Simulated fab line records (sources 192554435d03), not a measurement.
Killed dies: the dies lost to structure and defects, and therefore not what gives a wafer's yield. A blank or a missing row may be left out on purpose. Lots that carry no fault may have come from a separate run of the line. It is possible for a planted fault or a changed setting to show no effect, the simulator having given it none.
fab line records + flow n5-finfet
[record]
- lots = 6
- wafers = 18
- last-day = 19
route steps=1938 shown BEOL_M0_SAQP@634 BEOL_M4@1111
lots with no fault: from the same line, run without faults
start-h: start of the lot's first displayed wafer, in hours after the record's first day + wait-h: hours since the lot's step before + " unchanged from the row above + L1.1+2: a single row standing in for several wafers + - no value, or no start was given + * or withheld: withheld + < > ~ a bound
route shown NAME@n: a module of which the file shows steps, and the number in the route of the first + usual: mean/standard deviation taken from wafers without a fault + same: alike in all rows + chamber/n: place in a boat + sites: the reading at each site + _std_site: the standard deviation of these + _edge_site: mean of outer sites minus mean of inner sites + radius-mm: for every site, how far away it sits from the centre of the wafer + mask NAME#n: copy n + behind: the last tool/chamber to shape the wafer + hold: cause of the lot's hold/its duration in hours/its outcome + device: names the non-switching transistor (n, p or np) + end of line: the route-end tests of the same wafers + a step given without rows: its recipe and nothing more + killed: the dies lost at the first sort to structure and to defects; this is not the yield of the wafer + map: shows each die of a wafer: x if killed, . if not, _ if none is there
set.NAME: the setting as run; set.NAME@STEP: as run at that earlier step + model.NAME: the simulator's own value behind a step, which no gauge read
a table for each step, a row for each wafer; lots at some steps of the route
services: when a tool's chamber went out of use (start-h, in hours from the record's first day, below 0 if earlier), for how many hours, and the reason
[[steps]]
[step N5_BEOL_M0_SAQP_HM_DEP_02]
[recipe]
- material = TiN
- target-thk-a = 120
- temp-c = 25
- chamber-pressure-pa = 0.49996
[usual]
- throttle-valve-pct = 29.7/1.1
| lot.wafer | tool           | chamber | start-h | wait-h | throttle-valve-pct |
|-----------|----------------|---------|---------|--------|--------------------|
| L922.2    | pvd-sputter-03 | -       | 108.76  | 1.5    | 30.2               |
| L922.4    | "              | -       | "       | "      | 28.4               |
| L922.6    | "              | -       | "       | "      | 30.9               |
| L931.1    | pvd-sputter-03 | -       | 159.11  | 1.0    | 31.2               |
| L931.3    | "              | -       | "       | "      | 28.3               |
| L931.5    | "              | -       | "       | "      | 31.0               |
| L942.1    | pvd-sputter-02 | -       | 226.25  | 2.0    | 31.4               |
| L942.2    | "              | -       | "       | "      | 29.5               |
| L942.4    | "              | -       | "       | "      | 29.3               |
| L943.1    | pvd-sputter-03 | -       | 234.41  | 2.7    | 28.4               |
| L943.3    | "              | -       | "       | "      | 31.1               |
| L943.4    | "              | -       | "       | "      | 29.9               |
| L944.3    | pvd-sputter-02 | -       | 238.88  | 1.9    | 31.4               |
| L944.4    | "              | -       | "       | "      | 29.8               |
| L944.6    | "              | -       | "       | "      | 29.7               |
| L945.1    | pvd-sputter-03 | -       | 250.95  | 1.7    | 29.0               |
| L945.2    | "              | -       | "       | "      | 31.0               |
| L945.6    | "              | -       | "       | "      | 28.2               |
[step N5_BEOL_M0_SAQP_PECVD_03]
[recipe]
- material = SiCN
- target-thk-a = 120
- temp-c = withheld
- precursor = 3MS/NH3
- pressure-torr = 3
- rf-w = 202
- time-s = 21.1
[usual]
- showerhead-plenum-p-Torr = 3.661/0.011
- throttle-valve-pct = 9.0/0.56
| lot.wafer | tool     | chamber | start-h | wait-h | showerhead-plenum-p-Torr | throttle-valve-pct |
|-----------|----------|---------|---------|--------|--------------------------|--------------------|
| L922.2    | pecvd-04 | 1       | 108.90  | 0.1    | 3.664                    | 9.5                |
| L922.4    | "        | 1       | "       | "      | 3.654                    | 9.6                |
| L922.6    | "        | 0       | "       | "      | 3.646                    | 8.3                |
| L931.1    | pecvd-01 | 1       | 159.23  | 0.1    | 3.664                    | 9.8                |
| L931.3    | "        | 0       | "       | "      | 3.680                    | 9.3                |
| L931.5    | "        | 1       | "       | "      | 3.678                    | 10.0               |
| L942.1    | pecvd-01 | 1       | 226.37  | 0.1    | 3.662                    | 9.9                |
| L942.2    | "        | 0       | "       | "      | 3.677                    | 9.3                |
| L942.4    | "        | 1       | "       | "      | 3.666                    | 10.2               |
| L943.1    | pecvd-01 | 1       | 234.53  | 0.1    | 3.668                    | 9.8                |
| L943.3    | "        | 0       | "       | "      | 3.682                    | 9.1                |
| L943.4    | "        | 2       | "       | "      | 3.677                    | 8.7                |
| L944.3    | pecvd-01 | 2       | 239.00  | 0.1    | 3.666                    | 8.6                |
| L944.4    | "        | 0       | "       | "      | 3.680                    | 9.4                |
| L944.6    | "        | 2       | "       | "      | 3.673                    | 8.6                |
| L945.1    | pecvd-01 | 0       | 251.07  | 0.1    | 3.670                    | 9.2                |
| L945.2    | "        | 2       | "       | "      | 3.658                    | 8.8                |
| L945.6    | "        | 1       | "       | "      | 3.663                    | 9.8                |
[step N5_BEOL_M0_SAQP_PECVD_96]
[recipe]
- material = a-Si
- target-thk-a = 450
- temp-c = 350
- precursor = SiH4/He
- pressure-torr = 3
- rf-w = 100
- time-s = 45.2
[usual]
- heater-power-w = 596/68
- showerhead-plenum-p-Torr = 5.65/0.041
- throttle-valve-pct = 18.0/1.1
| lot.wafer | tool     | chamber | start-h | wait-h | heater-power-w | showerhead-plenum-p-Torr | throttle-valve-pct |
|-----------|----------|---------|---------|--------|----------------|--------------------------|--------------------|
| L922.2    | pecvd-04 | 1       | 108.93  | 0.0    | 702            | 5.64                     | 19.5               |
| L922.4    | "        | 1       | "       | "      | 707            | 5.63                     | 19.1               |
| L922.6    | "        | 0       | "       | "      | 476            | 5.59                     | 16.9               |
| L931.1    | pecvd-01 | 1       | 159.26  | 0.0    | 569            | 5.66                     | 20.0               |
| L931.3    | "        | 0       | "       | "      | 715            | 5.72                     | 18.1               |
| L931.5    | "        | 1       | "       | "      | 581            | 5.65                     | 19.9               |
| L942.1    | pecvd-01 | 1       | 226.42  | 0.0    | 613            | 5.65                     | 19.8               |
| L942.2    | "        | 0       | "       | "      | 670            | 5.72                     | 18.5               |
| L942.4    | "        | 1       | "       | "      | 618            | 5.65                     | 19.9               |
| L943.1    | pecvd-01 | 1       | 234.56  | 0.0    | 622            | 5.66                     | 19.5               |
| L943.3    | "        | 0       | "       | "      | 670            | 5.71                     | 18.3               |
| L943.4    | "        | 2       | "       | "      | 582            | 5.68                     | 17.1               |
| L944.3    | pecvd-01 | 2       | 239.03  | 0.0    | 598            | 5.69                     | 17.1               |
| L944.4    | "        | 0       | "       | "      | 686            | 5.72                     | 18.5               |
| L944.6    | "        | 2       | "       | "      | 595            | 5.68                     | 17.3               |
| L945.1    | pecvd-01 | 0       | 251.10  | 0.0    | 698            | 5.74                     | 18.3               |
| L945.2    | "        | 2       | "       | "      | 575            | 5.68                     | 17.2               |
| L945.6    | "        | 1       | "       | "      | 538            | 5.64                     | 19.9               |
[step N5_BEOL_M0_SAQP_PECVD_97]
[recipe]
- material = SiNx
- target-thk-a = 230
- temp-c = 350
- precursor = SiH4/NH3/N2
- pressure-torr = 1.5
- rf-w = 300
- time-s = 19.9
[usual]
- heater-power-w = 525/65
- showerhead-plenum-p-Torr = 5.12/0.054
- throttle-valve-pct = 39.4/2.4
| lot.wafer | tool     | chamber | start-h | wait-h | heater-power-w | showerhead-plenum-p-Torr | throttle-valve-pct |
|-----------|----------|---------|---------|--------|----------------|--------------------------|--------------------|
| L922.2    | pecvd-04 | 1       | 108.98  | 0.0    | 642            | 5.08                     | 42.2               |
| L922.4    | "        | 1       | "       | "      | 537            | 5.10                     | 42.4               |
| L922.6    | "        | 0       | "       | "      | 434            | 5.02                     | 36.9               |
| L931.1    | pecvd-01 | 1       | 159.31  | 0.0    | 549            | 5.12                     | 43.4               |
| L931.3    | "        | 0       | "       | "      | 622            | 5.20                     | 40.1               |
| L931.5    | "        | 1       | "       | "      | 549            | 5.13                     | 43.6               |
| L942.1    | pecvd-01 | 1       | 226.49  | 0.0    | 466            | 5.13                     | 43.4               |
| L942.2    | "        | 0       | "       | "      | 571            | 5.21                     | 40.1               |
| L942.4    | "        | 1       | "       | "      | 457            | 5.14                     | 43.3               |
| L943.1    | pecvd-01 | 1       | 234.60  | 0.0    | 481            | 5.13                     | 43.5               |
| L943.3    | "        | 0       | "       | "      | 577            | 5.20                     | 40.6               |
| L943.4    | "        | 2       | "       | "      | 517            | 5.16                     | 38.1               |
| L944.3    | pecvd-01 | 2       | 239.08  | 0.0    | 488            | 5.15                     | 37.9               |
| L944.4    | "        | 0       | "       | "      | 561            | 5.20                     | 40.3               |
| L944.6    | "        | 2       | "       | "      | 513            | 5.16                     | 38.0               |
| L945.1    | pecvd-01 | 0       | 251.15  | 0.0    | 641            | 5.22                     | 40.8               |
| L945.2    | "        | 2       | "       | "      | 490            | 5.14                     | 37.7               |
| L945.6    | "        | 1       | "       | "      | 554            | 5.12                     | 43.3               |
[step N5_BEOL_M0_SAQP_PECVD_04]
[recipe]
- material = a-Si
- target-thk-a = 600
- temp-c = 350
- precursor = SiH4/He
- pressure-torr = 3
- rf-w = 100
- time-s = 60.2
[step N5_BEOL_M0_SAQP_THK_MEAS_05]
[usual]
- thk-nm = 59.7/0.76
| lot.wafer | tool          | chamber | start-h | wait-h | thk-nm |
|-----------|---------------|---------|---------|--------|--------|
| L922.2    | film-metro-02 | -       | 109.11  | 0.1    | 59.5   |
| L922.4    | "             | -       | "       | "      | 60.1   |
| L922.6    | "             | -       | "       | "      | 59.7   |
| L931.1    | film-metro-01 | -       | 159.44  | 0.1    | 59.5   |
| L931.3    | "             | -       | "       | "      | 59.9   |
| L931.5    | "             | -       | "       | "      | 60.5   |
| L942.1    | film-metro-01 | -       | 226.67  | 0.1    | 57.9   |
| L942.2    | "             | -       | "       | "      | 59.4   |
| L942.4    | "             | -       | "       | "      | 58.7   |
| L943.1    | film-metro-02 | -       | 234.74  | 0.1    | 59.4   |
| L943.3    | "             | -       | "       | "      | 60.4   |
| L943.4    | "             | -       | "       | "      | 60.6   |
| L944.3    | film-metro-01 | -       | 239.21  | 0.1    | 58.6   |
| L944.4    | "             | -       | "       | "      | 61.3   |
| L944.6    | "             | -       | "       | "      | 61.2   |
| L945.1    | film-metro-02 | -       | 251.28  | 0.1    | 59.9   |
| L945.2    | "             | -       | "       | "      | 59.4   |
| L945.6    | "             | -       | "       | "      | 60.8   |
[step N5_BEOL_M0_SAQP_HM_DEP_111]
[recipe]
- material = SiO2
- target-thk-a = 120
- temp-c = 400
- precursor = SiH4/N2O
- pressure-torr = 0.75
- rf-w = 275
- time-s = 7.2
[usual]
- heater-power-w = 734/88
- showerhead-plenum-p-Torr = 8.09/0.11
| lot.wafer | tool     | chamber | start-h | wait-h | heater-power-w | showerhead-plenum-p-Torr |
|-----------|----------|---------|---------|--------|----------------|--------------------------|
| L922.2    | pecvd-02 | 2       | 109.15  | 0.0    | 717            | 8.17                     |
| L922.4    | "        | 2       | "       | "      | 715            | 8.16                     |
| L922.6    | "        | 2       | "       | "      | 737            | 8.17                     |
| L931.1    | pecvd-02 | 2       | 159.48  | 0.0    | 690            | 8.15                     |
| L931.3    | "        | 1       | "       | "      | 774            | 7.98                     |
| L931.5    | "        | 2       | "       | "      | 703            | 8.16                     |
| L942.1    | pecvd-04 | 2       | 226.71  | 0.0    | 707            | 8.20                     |
| L942.2    | "        | 0       | "       | "      | 592            | 7.90                     |
| L942.4    | "        | 0       | "       | "      | 586            | 7.90                     |
| L943.1    | pecvd-02 | 1       | 234.77  | 0.0    | 801            | 8.01                     |
| L943.3    | "        | 0       | "       | "      | 784            | 8.05                     |
| L943.4    | "        | 0       | "       | "      | 750            | 8.06                     |
| L944.3    | pecvd-02 | 0       | 239.25  | 0.0    | 658            | 8.06                     |
| L944.4    | "        | 2       | "       | "      | 691            | 8.16                     |
| L944.6    | "        | 0       | "       | "      | 657            | 8.08                     |
| L945.1    | pecvd-04 | 2       | 251.32  | 0.0    | 581            | 8.17                     |
| L945.2    | "        | 0       | "       | "      | 613            | 7.91                     |
| L945.6    | "        | 2       | "       | "      | 597            | 8.18                     |
[step N5_BEOL_M0_SAQP_COAT_81]
[recipe]
- resist = SOC
- temp-c = 250
- time-s = 60
- spin-rpm = 1500
- resist-thk-nm = 100
[step N5_BEOL_M0_SAQP_COAT_82]
[recipe]
- resist = SiARC
- temp-c = 220
- time-s = 60
- spin-rpm = 1500
- resist-thk-nm = 30
[step N5_BEOL_M0_SAQP_COAT_08]
[recipe]
- resist = CAR-ArF
- spin-rpm = 1500
- resist-thk-nm = 90
[step N5_BEOL_M0_SAQP_EBR_10]
[recipe]
- solvent = PGMEA
- ebr-width-mm = 1.5
[step N5_BEOL_M0_SAQP_SOFTBAKE_09]
[recipe]
- temp-c = 110
- time-s = 60
- resist = CAR-ArF
[step N5_BEOL_M0_SAQP_EXPOSE_11]
[recipe]
- mask-id = M0_CORE
- na = 1.35
- source-shape = dipole
- sigma-inner = 0.538
- sigma-outer = 0.738
- polarization = te
- target-cd-nm = 42
- dose-mj = 55
[same]
- sigma-inner = 0.538
| lot.wafer  | tool            | chamber | start-h | wait-h | mask      | model.BEOL_M0_SAQP.overlay-x-nm |
|------------|-----------------|---------|---------|--------|-----------|---------------------------------|
| L922.2+4+6 | arfi-scanner-01 | 0       | 109.37  | -      | M0_CORE#0 | 0.2                             |
| L931.1+3+5 | arfi-scanner-02 | 0       | 159.80  | -      | M0_CORE#0 | -0.2                            |
| L942.1+2+4 | arfi-scanner-02 | 0       | 227.03  | -      | M0_CORE#0 | 12.6                            |
| L943.1+3+4 | arfi-scanner-02 | 0       | 234.97  | -      | M0_CORE#0 | 11.8                            |
| L944.3+4+6 | arfi-scanner-03 | 0       | 239.58  | -      | M0_CORE#0 | 0.4                             |
| L945.1+2+6 | arfi-scanner-03 | 0       | 251.51  | -      | M0_CORE#0 | -0.4                            |
[step N5_BEOL_M0_SAQP_PEB_12]
[recipe]
- peb-temp-c = withheld
- peb-time-s = 60
- resist = CAR-ArF
[step N5_BEOL_M0_SAQP_DEVELOP_13]
[recipe]
- develop-time-s = 30
- developer = TMAH
- resist = CAR-ArF
- dev-temp-c = 23
- rinse-liquid = diw
- dry = air-spin
[step N5_BEOL_M0_SAQP_CD_MEAS_14]
[recipe]
- target-cd-nm = 42.5
- landing-energy-ev = 500
- detector = se-inlens
[usual]
- cd-nm = 42.4/0.37
| lot.wafer | tool      | chamber | start-h | wait-h | cd-nm |
|-----------|-----------|---------|---------|--------|-------|
| L922.2    | cd-sem-03 | 0       | 109.49  | -      | 42.2  |
| L922.4    | "         | 0       | "       | "      | 42.2  |
| L922.6    | "         | 0       | "       | "      | 42.7  |
| L931.1    | cd-sem-01 | 0       | 159.92  | -      | 42.2  |
| L931.3    | "         | 0       | "       | "      | 42.4  |
| L931.5    | "         | 0       | "       | "      | 42.5  |
| L942.1    | cd-sem-01 | 0       | 227.16  | -      | 42.1  |
| L942.2    | "         | 0       | "       | "      | 41.8  |
| L942.4    | "         | 0       | "       | "      | 41.7  |
| L943.1    | cd-sem-02 | 0       | 235.09  | -      | 42.3  |
| L943.3    | "         | 0       | "       | "      | 42.4  |
| L943.4    | "         | 0       | "       | "      | 42.1  |
| L944.3    | cd-sem-03 | 0       | 239.70  | -      | 42.8  |
| L944.4    | "         | 0       | "       | "      | 42.6  |
| L944.6    | "         | 0       | "       | "      | 42.4  |
| L945.1    | cd-sem-01 | 0       | 251.64  | -      | 42.2  |
| L945.2    | "         | 0       | "       | "      | 42.6  |
| L945.6    | "         | 0       | "       | "      | 42.1  |
[step N5_BEOL_M0_SAQP_OVL_MEAS_15]
[recipe]
- points-per-wafer = 44
[usual]
- M0_CORE_OVL = 0.2/0.78
| lot.wafer | tool       | chamber | start-h | wait-h | M0_CORE_OVL[nm] |
|-----------|------------|---------|---------|--------|-----------------|
| L922.2    | overlay-01 | 0       | 109.52  | 0.0    | 0.6             |
| L922.4    | "          | 0       | "       | "      | 0.4             |
| L922.6    | "          | 0       | "       | "      | 0.3             |
| L931.1    | overlay-01 | 0       | 159.95  | 0.0    | 0.3             |
| L931.3    | "          | 0       | "       | "      | -0.2            |
| L931.5    | "          | 0       | "       | "      | -0.4            |
| L942.1    | overlay-01 | 0       | 227.19  | 0.0    | 11.6            |
| L942.2    | "          | 0       | "       | "      | 12.1            |
| L942.4    | "          | 0       | "       | "      | 12.6            |
| L943.1    | overlay-01 | 0       | 235.13  | 0.0    | 12.5            |
| L943.3    | "          | 0       | "       | "      | 12.0            |
| L943.4    | "          | 0       | "       | "      | 12.5            |
| L944.3    | overlay-01 | 0       | 239.73  | 0.0    | 0.7             |
| L944.4    | "          | 0       | "       | "      | 0.1             |
| L944.6    | "          | 0       | "       | "      | 0.7             |
| L945.1    | overlay-01 | 0       | 251.67  | 0.0    | 0.6             |
| L945.2    | "          | 0       | "       | "      | 0.7             |
| L945.6    | "          | 0       | "       | "      | 0.6             |
[step N5_BEOL_M0_SAQP_INSPECT_16]
[recipe]
- mode = adi
- inspect-instrument = brightfield
[usual]
- raw-defect-count = 514/140
| lot.wafer | tool              | chamber | start-h | wait-h | raw-defect-count |
|-----------|-------------------|---------|---------|--------|------------------|
| L922.2    | defect-inspect-02 | -       | 109.55  | 0.0    | 590              |
| L922.4    | "                 | -       | "       | "      | 511              |
| L922.6    | "                 | -       | "       | "      | 489              |
| L931.1    | defect-inspect-02 | -       | 159.98  | 0.0    | 282              |
| L931.3    | "                 | -       | "       | "      | 406              |
| L931.5    | "                 | -       | "       | "      | 569              |
| L942.1    | defect-inspect-01 | -       | 227.21  | 0.0    | 633              |
| L942.2    | "                 | -       | "       | "      | 342              |
| L942.4    | "                 | -       | "       | "      | 586              |
| L943.1    | defect-inspect-02 | -       | 235.15  | 0.0    | 372              |
| L943.3    | "                 | -       | "       | "      | 564              |
| L943.4    | "                 | -       | "       | "      | 443              |
| L944.3    | defect-inspect-02 | -       | 239.75  | 0.0    | 317              |
| L944.4    | "                 | -       | "       | "      | 469              |
| L944.6    | "                 | -       | "       | "      | 620              |
| L945.1    | defect-inspect-01 | -       | 251.69  | 0.0    | 728              |
| L945.2    | "                 | -       | "       | "      | 587              |
| L945.6    | "                 | -       | "       | "      | 601              |
[step N5_BEOL_M4_RC_MEAS_101]
[usual]
- DIBL_N = 36.5/1.9
- DIBL_P = 36.7/2.1
- IOFF_N = 0.17/0.035
- IOFF_P = 0.22/0.042
- ION_N = 676/10
- ION_P = 462/8.1
- SS_N = 71.5/0.72
- SS_P = 73.4/0.7
- VT_N = 249/3.1
- VT_P = -250/3.9
| lot.wafer | tool      | chamber | start-h | wait-h | DIBL_N[mV/V] | DIBL_P[mV/V] | IOFF_N[nA/um] | IOFF_P[nA/um] | ION_N[uA/um] | ION_P[uA/um] | SS_N[mV/dec] | SS_P[mV/dec] | VT_N[mV] | VT_P[mV] |
|-----------|-----------|---------|---------|--------|--------------|--------------|---------------|---------------|--------------|--------------|--------------|--------------|----------|----------|
| L922.2    | prober-01 | 0       | 163.76  | 0.2    | 35.4         | 34.0         | 0.14          | 0.20          | 673          | 464          | 70.5         | 73.1         | 249      | -250     |
| L922.4    | "         | 0       | "       | "      | 36.2         | 35.8         | 0.15          | 0.22          | 677          | 469          | 71.5         | 73.3         | 247      | -248     |
| L922.6    | "         | 0       | "       | "      | 35.5         | 35.4         | 0.14          | 0.22          | 672          | 466          | 71.1         | 74.0         | 248      | -249     |
| L931.1    | prober-01 | 0       | 230.29  | 0.0    | 37.3         | 38.5         | 0.18          | 0.24          | 677          | 464          | 71.4         | 73.4         | 246      | -247     |
| L931.3    | "         | 0       | "       | "      | 37.7         | 39.2         | 0.17          | 0.23          | 676          | 464          | 72.0         | 73.8         | 250      | -249     |
| L931.5    | "         | 0       | "       | "      | 38.4         | 39.2         | 0.20          | 0.25          | 681          | 464          | 72.5         | 74.3         | 248      | -248     |
| L943.1    | prober-02 | 0       | 316.29  | 0.0    | 35.6         | 34.6         | 0.15          | 0.16          | 667          | 448          | 70.8         | 72.6         | 249      | -254     |
| L943.3    | "         | 0       | "       | "      | 37.4         | 37.2         | 0.16          | 0.19          | 680          | 459          | 70.7         | 72.4         | 250      | -254     |
| L943.4    | "         | 0       | "       | "      | 37.5         | 37.0         | 0.17          | 0.20          | 689          | 466          | 71.6         | 73.9         | 250      | -252     |
| L942.1    | prober-01 | 0       | 320.52  | 0.0    | 33.1         | 35.0         | 0.13          | 0.17          | 676          | 458          | 70.6         | 73.4         | 250      | -255     |
| L942.2    | "         | 0       | "       | "      | 35.7         | 37.8         | 0.16          | 0.21          | 668          | 455          | 71.8         | 73.9         | 251      | -253     |
| L942.4    | "         | 0       | "       | "      | 33.6         | 34.8         | 0.13          | 0.17          | 665          | 453          | 70.8         | 73.0         | 253      | -257     |
| L944.3    | prober-02 | 0       | 325.04  | 0.3    | 35.7         | 35.5         | 0.13          | 0.19          | 669          | 463          | 71.5         | 73.0         | 251      | -251     |
| L944.4    | "         | 0       | "       | "      | 36.2         | 35.4         | 0.15          | 0.19          | 664          | 456          | 71.0         | 72.8         | 248      | -253     |
| L944.6    | "         | 0       | "       | "      | 38.1         | 37.5         | 0.16          | 0.22          | 662          | 462          | 71.8         | 73.5         | 250      | -249     |
| L945.1    | prober-01 | 0       | 348.12  | 0.0    | 37.1         | 37.8         | 0.19          | 0.25          | 689          | 474          | 72.3         | 73.7         | 249      | -247     |
| L945.2    | "         | 0       | "       | "      | 33.4         | 33.7         | 0.13          | 0.19          | 662          | 459          | 70.9         | 72.1         | 252      | -249     |
| L945.6    | "         | 0       | "       | "      | 33.1         | 33.0         | 0.13          | 0.18          | 661          | 454          | 71.0         | 72.3         | 251      | -253     |
[[services]]
| tool            | chamber | start-h | hours | kind   |
|-----------------|---------|---------|-------|--------|
| arfi-scanner-02 | -       | 97.32   | 1.0   | pm     |
| arfi-scanner-02 | -       | 100.76  | 0.8   | pm     |
| arfi-scanner-02 | -       | 103.01  | 4.5   | repair |
| arfi-scanner-02 | -       | 109.44  | 3.9   | pm     |
| arfi-scanner-02 | -       | 114.53  | 0.2   | repair |
| arfi-scanner-02 | -       | 115.28  | 4.9   | pm     |
| arfi-scanner-03 | -       | 115.48  | 0.8   | pm     |
| arfi-scanner-01 | -       | 119.36  | 1.0   | pm     |
| arfi-scanner-02 | -       | 120.76  | 2.9   | repair |
| arfi-scanner-01 | -       | 123.54  | 1.3   | pm     |
| pecvd-04        | -       | 128.28  | 5.5   | pm     |
| arfi-scanner-03 | -       | 142.96  | 1.3   | pm     |
| pecvd-01        | 2       | 145.14  | 11.9  | repair |
| pecvd-02        | 2       | 162.58  | 6.2   | repair |
| arfi-scanner-03 | -       | 182.66  | 1.0   | pm     |
| arfi-scanner-02 | -       | 189.61  | 1.3   | pm     |
| arfi-scanner-01 | -       | 190.18  | 0.8   | pm     |
| arfi-scanner-03 | -       | 201.71  | 1.4   | repair |
| arfi-scanner-02 | -       | 214.22  | 0.6   | repair |
| arfi-scanner-03 | -       | 229.53  | 2.6   | repair |
| arfi-scanner-02 | -       | 230.15  | 1.0   | pm     |
| arfi-scanner-03 | -       | 232.90  | 0.3   | repair |
| arfi-scanner-01 | -       | 239.20  | 3.1   | pm     |
| arfi-scanner-01 | -       | 249.04  | 1.3   | pm     |
[[key]]
[first-sign]
- step = N5_BEOL_M0_SAQP_OVL_MEAS_15
- reading = M0_CORE_OVL
- direction = up
- sigmas = 15
- usual = 0.2
- struck = 12.2
effect none on later readings
[model-effect]
- step = N5_BEOL_M0_SAQP_EXPOSE_11
- value = BEOL_M0_SAQP.overlay-x-nm
- without = 0.3
- struck = 12.2
met-at N5_BEOL_M0_SAQP_EXPOSE_11
struck-wafers L942.1,L942.2,L942.4,L943.1,L943.3,L943.4
onset-between 159.80 227.03
[fault]
- kind = scanner-matching-overlay
- tool = arfi-scanner-02
- chamber = -
- onset-h = 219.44
- steps = N5_BEOL_M0_SAQP_EXPOSE_11
- offset = 11.955
